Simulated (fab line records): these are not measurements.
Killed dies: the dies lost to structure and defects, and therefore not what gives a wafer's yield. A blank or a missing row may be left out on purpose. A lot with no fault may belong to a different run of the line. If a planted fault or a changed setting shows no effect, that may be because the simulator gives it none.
Which tool is to blame?	flow nand harc	13 lots with 39 wafers sampled at 5 steps, on a route of 1159 steps

== WHAT EACH GAUGE READ, for each wafer ==
NHARC_THIN_TSV_THK_MEAS_02: measures by ir.
lot	measured	on	thk nm (nm)
L666	day 18 22:07	film metro-02	2947 2676 2874
L669	day 19 09:43	film metro-02	2935 2782 3130
L667	day 19 11:23	film metro-01	3073 2980 3347
L668	day 19 15:26	film metro-02	2982 2868 3032
L671	day 20 12:04	film metro-02	3292 3389 3072
L672	day 20 13:16	film metro-02	2646 2813 2812
L677	day 21 10:31	film metro-02	2580 2648 2713
L678	day 21 11:43	film metro-01	3161 2964 3284
L680	day 22 13:37	film metro-02	3044 2897 3078
L685	day 22 20:31	film metro-02	3151 3270 3059
L681	day 22 21:43	film metro-01	3248 3047 3126
L683	day 23 04:37	film metro-02	2623 2800 2944
L688	day 23 14:41	film metro-02	3014 2559 3063

NHARC_END_SORT_01.
lot	measured	on	defect limited yield (%)	killed at array	killed at other	killed at periphery	killed dies	killed open	killed short	sort_bin_2_pct (%)	sort_bin_3_pct (%)	sort_bin_4_pct (%)	sort n pass	sort rim yield pct (%)	sort yield pct (%)
L672	day 21 12:27	prober-01	94.5 96.9 95.1	33 19 31	0 0 0	4 2 2	37 21 33	6 5 6	4 1 0	1.0 1.0 1.3	0.30 0.15 0.30	4.1 1.9 3.2	640 656 644	94 92 94	94.5 96.9 95.1
L681	day 23 12:23	prober-02	96.5 95.0 96.0	20 32 23	2 2 3	2 0 1	24 34 27	4 1 2	1 1 3	1.2 0.9 0.6	0.15 0.30 0.44	2.2 3.8 3.0	653 643 650	93 98 92	96.5 95.0 96.0
L683	day 23 20:19	prober-01	94.1 87.1 93.9	36 32 37	2 52 2	2 3 2	40 87 41	2 2 2	1 2 0	1.8 5.0 3.0	0 3.84 0.30	4.1 4.0 2.8	637 590 636	92 81 92	94.1 87.1 93.9
L688	day 24 08:04	prober-02	88.2 92.3 94.5	28 46 36	52 2 0	0 4 1	80 52 37	4 4 0	0 4 0	4.0 2.5 1.8	3.99 0.59 0.30	3.8 4.6 3.4	597 625 640	86 96 96	88.2 92.3 94.5

== WHICH TOOL RAN EACH LOT (tool, then ch and the chambers of the sampled wafers, then the start) ==
lot	NHARC_A_M1_PRE_CLEAN_32	NHARC_THIN_TSV_PRE_CLEAN_50	NHARC_THIN_TSV_ETCH_36
L666	pecvd-02 ch 0,1,2, day 18 04:04	pvd sputter-03, day 19 02:04	rie metal-01 ch 0,1, day 19 05:50
L669	pecvd-02 ch 1,2, day 18 16:17	pvd sputter-02, day 19 13:46	rie metal-03 ch 0,1, day 19 17:28
L667	pecvd-03 ch 0,1, day 18 16:25	pvd sputter-02, day 19 15:27	rie metal-03 ch 0,1, day 19 19:04
L668	pecvd-02 ch 0,1, day 18 20:35	pvd sputter-02, day 19 19:30	rie metal-01 ch 0,1, day 19 23:19
L671	pecvd-01 ch 0,1,2, day 19 16:37	pvd sputter-03, day 20 16:05	rie metal-02 ch 0,1, day 20 19:43
L672	pecvd-03 ch 0,1,2, day 19 17:31	pvd sputter-01, day 20 17:05	rie metal-01 ch 0,1, day 20 20:32
L677	pecvd-01 ch 0,1,2, day 20 16:32	pvd sputter-02, day 21 14:28	rie metal-03 ch 0,1, day 21 18:00
L678	pecvd-02 ch 0,1, day 20 21:02	pvd sputter-02, day 21 15:31	rie metal-01 ch 0,1, day 21 19:06
L680	pecvd-02 ch 0,2, day 21 23:55	pvd sputter-02, day 22 17:40	rie metal-03 ch 1, day 22 21:28
L685	pecvd-01 ch 0,1, day 22 00:35	pvd sputter-03, day 23 00:34	rie metal-02 ch 0,1, day 23 04:09
L681	pecvd-02 ch 0,1,2, day 22 06:50	pvd sputter-01, day 23 01:39	rie metal-03 ch 0,1, day 23 05:14
L683	pecvd-01 ch 0,1,2, day 22 10:56	pvd sputter-02, day 23 08:29	rie metal-01 ch 0,1, day 23 11:58
L688	pecvd-01 ch 1,2, day 22 22:00	pvd sputter-02, day 23 19:20	rie metal-03 ch 0,1, day 23 23:13
- NHARC_A_M1_PRE_CLEAN_32: time 12 s.
- NHARC_THIN_TSV_PRE_CLEAN_50: time 30 s.
- NHARC_THIN_TSV_ETCH_36: etches the open film in Cl2/BCl3, target depth 65 nm, time 18.571 s.

== WHAT THE TOOLS THEMSELVES READ (means of the sampled wafers that have a number; where no wafer has one, the mark that the record gives instead) ==
NHARC_A_M1_PRE_CLEAN_32.
lot	tool	heater power w (W)
L666	pecvd-02	683
L669	pecvd-02	690
L667	pecvd-03	716
L668	pecvd-02	585
L671	pecvd-01	574
L672	pecvd-03	629
L677	pecvd-01	560
L678	pecvd-02	629
L680	pecvd-02	676
L685	pecvd-01	619
L681	pecvd-02	694
L683	pecvd-01	611
L688	pecvd-01	483

NHARC_THIN_TSV_PRE_CLEAN_50.
lot	tool	heater power w (W)
L666	pvd sputter-03	421
L669	pvd sputter-02	455
L667	pvd sputter-02	441
L668	pvd sputter-02	441
L671	pvd sputter-03	405
L672	pvd sputter-01	408
L677	pvd sputter-02	435
L678	pvd sputter-02	404
L680	pvd sputter-02	383
L685	pvd sputter-03	402
L681	pvd sputter-01	428
L683	pvd sputter-02	382
L688	pvd sputter-02	421

NHARC_THIN_TSV_ETCH_36.
lot	tool	chamber pressure mTorr (mTorr)	drypump motor current A (A)	oes product au (a.u.)
L666	rie metal-01	10.000	5.8	0.981
L669	rie metal-03	9.997	5.3	1.001
L667	rie metal-03	10.001	5.8	1.012
L668	rie metal-01	10.001	5.8	0.978
L671	rie metal-02	9.998	5.9	1.011
L672	rie metal-01	10.004	5.5	0.984
L677	rie metal-03	10.008	5.3	1.014
L678	rie metal-01	9.995	5.5	0.991
L680	rie metal-03	9.999	6.3	1.001
L685	rie metal-02	9.994	6.0	1.014
L681	rie metal-03	9.998	5.8	0.999
L683	rie metal-01	9.998	5.8	0.984
L688	rie metal-03	10.000	5.4	1.009

== THE ANSWER, worked out from the rows above alone ==
Rule: usual is defined by the lots themselves. The widest of any qualifying gaps counts: lots, ordered by their means at a reading, are off when they make up no more than a third of the lots, leave a main group of 4 or more, and stand apart from it by 3 or more times the standard deviation of that group's means. A main group is skipped when, at the precision printed for the reading in the tables above, its means are all equal. Also off: a lot with no number at a reading for which 4 or more lots have one. Any other lot the step has rows for is counted as sound. The gauges are gone through in route order, then the tools' own readings, and for those a lot's mean is taken as printed above. The first step at which some lot is off is used, and at that step the reading that is off furthest; a lot without a number counts as furthest.
Nothing can be told from this: no lot is off at any reading shown.

== WHAT HAD BEEN PUT IN BY THE SIMULATOR ==
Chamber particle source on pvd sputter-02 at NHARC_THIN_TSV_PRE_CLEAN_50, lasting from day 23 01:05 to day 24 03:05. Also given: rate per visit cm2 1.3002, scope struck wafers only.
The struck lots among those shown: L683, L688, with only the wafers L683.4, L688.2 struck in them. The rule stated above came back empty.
